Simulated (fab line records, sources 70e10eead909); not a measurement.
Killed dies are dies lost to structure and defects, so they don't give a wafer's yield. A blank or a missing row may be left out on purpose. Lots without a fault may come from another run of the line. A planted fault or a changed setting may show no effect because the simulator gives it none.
A struck lot beside a sound one | flow nand_harc | 42 steps out of a route of 1159
Sound: wafers L727.1, L727.5, L727.6. Struck: wafers L740.2, L740.5, L740.6. The cause comes at the end.
At each step with rows: each side's tool, then ch and its chambers, then its first start. Under that, the readings that differ: sound wafers | struck wafers | difference of the means | sigmas: that difference in standard deviations of wafers without a fault.
alike: readings whose means differ by less than 2 such deviations, and words and numbers that are the same on both sides. not compared: withheld readings, readings that some wafer has no value for, bounds like >300 that may hide the same value, and numbers for which the record gives no deviation and whose values overlap.
The two part at a step that has a row with sigmas, a row that says differs or no value, or rows on one side only. Numbers that don't overlap but have no deviation are shown without sigmas and don't part them. A reading that every wafer of one side lacks parts them only if that side has two wafers or more.

first, 4 steps without rows for these wafers: NHARC_A_CONTACT_DESCUM_47 (chemistry O2, time 3 s); NHARC_A_CONTACT_ETCH_48 (etches the open film in CF4, target depth 39 nm, time 65 s); NHARC_A_CONTACT_ETCH_49 (etches the open film in N2/H2, target depth 260 nm, time 475.3 s); NHARC_A_CONTACT_ETCH_50 (etches the open film in CF4/CHF3, target depth 84.7 nm, time 42.4 s).
NHARC_A_CONTACT_ETCH_51: etches the open film in O2/COS, target depth 3600 nm, time 936 s.
  sound on rie_diel-01 ch 2,3; struck on rie_diel-13 ch 0,1
  alike: cos_flow_sccm, drypump_motor_current_A, oes_product_au, rf_vpp_V, showerhead_plenum_p_Torr, throttle_valve_pct
  not compared: rf_hours_counter_h
then, 1 step without rows for these wafers: NHARC_A_CONTACT_ETCH_111 (etches the open film in C4F8/O2/Ar, time 140 s, target depth 700 nm).
NHARC_A_CONTACT_ETCH_112: etches the open film in C4F8/O2/Ar, time 94 s, target depth 922 nm.
  sound on har_cap_etch-02 ch 0,1, day 16 17:46; struck on har_cap_etch-02 ch 0,1, day 19 21:43
  not compared: rf_hours_counter_h
then, 5 steps without rows for these wafers: NHARC_A_CONTACT_ETCH_113 (etches the open film in C4F8/O2/Ar, time 94 s, target depth 922 nm); NHARC_A_CONTACT_ETCH_114 (etches the open film in C4F8/O2/Ar, time 94 s, target depth 922 nm); NHARC_A_CONTACT_ETCH_115 (etches the open film in C4F8/O2/Ar, time 94 s, target depth 922 nm); NHARC_A_CONTACT_ETCH_116 (etches the open film in C4F8/O2/Ar, time 94 s, target depth 922 nm); NHARC_A_CONTACT_ETCH_117 (etches the open film in C4F8/O2/Ar, time 94 s, target depth 922 nm).
NHARC_A_CONTACT_ETCH_118: etches the open film in C4F8/O2/Ar, time 94 s, target depth 922 nm.
  sound on har_cap_etch-02 ch 0,1, day 16 18:19; struck on har_cap_etch-02 ch 0,1, day 19 22:16
  not compared: rf_hours_counter_h
then, 2 steps without rows for these wafers: NHARC_A_CONTACT_ETCH_119 (etches the open film in C4F8/O2/Ar, time 94 s, target depth 922 nm); NHARC_A_CONTACT_ETCH_120 (etches the open film in C4F8/O2/Ar, time 94 s, target depth 922 nm).
NHARC_A_CONTACT_ETCH_121: etches the open film in C4F8/O2/Ar, time 94 s, target depth 922 nm.
  sound on har_cap_etch-02 ch 0,1, day 16 18:36; struck on har_cap_etch-02 ch 0,1, day 19 22:32
  not compared: rf_hours_counter_h
then, 1 step without rows for these wafers: NHARC_A_CONTACT_ETCH_122 (etches the open film in C4F8/O2/Ar, time 95 s, target depth 930 nm).
NHARC_A_CONTACT_ETCH_123: etches the open film in C4F8/O2/Ar, time 253 s, target depth 1090 nm.
  sound on har_cap_etch-02 ch 0,1, day 16 18:49; struck on har_cap_etch-02 ch 0,1, day 19 22:43
  not compared: rf_hours_counter_h
then, 2 steps without rows for these wafers: NHARC_A_CONTACT_ETCH_90 (etches the open film in CH3F/O2, target depth 40 nm, time 85.7 s); NHARC_A_CONTACT_ETCH_96 (etches the open film in C4F6/O2, target depth 20 nm, time 10 s).
NHARC_A_CONTACT_CD_MEAS_53:
  sound on cd_sem-02, day 16 19:35; struck on cd_sem-03, day 19 23:59
  alike: cd_nm
then, 3 steps without rows for these wafers: NHARC_A_CONTACT_STRIP_99 (strips in N2/H2); NHARC_A_CONTACT_STRIP_100 (strips in CF4/CHF3); NHARC_A_CONTACT_STRIP_101 (strips in O2/COS).
NHARC_A_CONTACT_ETCH_102: etches the open film in CF4/O2, target depth 70 nm, overetch 7 nm, time 38.5 s.
  sound on rie_diel-07 ch 0,3, day 16 19:53; struck on rie_diel-07 ch 1,2,3, day 20 00:35
  reading              | sound             | struck            | difference | sigmas
  oes_ar_750_au (a.u.) | 0.993 0.995 0.995 | 1.008 1.004 1.006 | +0.012     | +3
  alike: drypump_motor_current_A, oes_product_au, rf_vpp_V, showerhead_plenum_p_Torr, throttle_valve_pct
  not compared: rf_hours_counter_h
then, 14 steps without rows for these wafers: NHARC_A_CONTACT_STRIP_55 (strips in O2); NHARC_A_CONTACT_STRIP_56 (strips in post etch residue remover, time 600 s); NHARC_A_CONTACT_DEP_57 (deposits aC, target thk 2800 nm); NHARC_A_CONTACT_DEP_58 (deposits SiON, target thk 60 nm); NHARC_A_CONTACT_DEHYDRATE_59 (time 120 s); NHARC_A_CONTACT_HMDS_60 (time 30 s); NHARC_A_CONTACT_COAT_61 (time 75 s); NHARC_A_CONTACT_COAT_62 (time 65 s); NHARC_A_CONTACT_COAT_63 (resist thk 90 nm); NHARC_A_CONTACT_SOFTBAKE_64 (time 55 s); NHARC_A_CONTACT_EBR_65; NHARC_A_CONTACT_EXPOSE_66 (exposes mask A CC 2); NHARC_A_CONTACT_PEB_67 (peb time 65 s); NHARC_A_CONTACT_DEVELOP_68 (develop time 35 s).
NHARC_A_CONTACT_CD_MEAS_69: target cd 200 nm.
  sound on cd_sem-01 ch 0, day 16 22:59; struck on cd_sem-03 ch 0, day 20 05:02
  alike: cd_nm
NHARC_A_CONTACT_OVL_MEAS_70:
  sound on overlay-01, day 16 23:05; struck on overlay-02, day 20 05:07
  alike: overlay_x_nm, overlay_y_nm
-- the record jumps here: 3 days lie between the struck wafers' starts before and after (it left off in module A_CONTACT and takes up again in module END, whose first step shown is number 1159 of the route) --
NHARC_END_SORT_01:
  the record has rows for the struck wafers here (prober-02 ch 0, day 23 07:07) and none for the sound ones

WHERE THEY PART
First at NHARC_A_CONTACT_ETCH_102; last, within this record, at NHARC_END_SORT_01.

WHY: what the simulator had put in
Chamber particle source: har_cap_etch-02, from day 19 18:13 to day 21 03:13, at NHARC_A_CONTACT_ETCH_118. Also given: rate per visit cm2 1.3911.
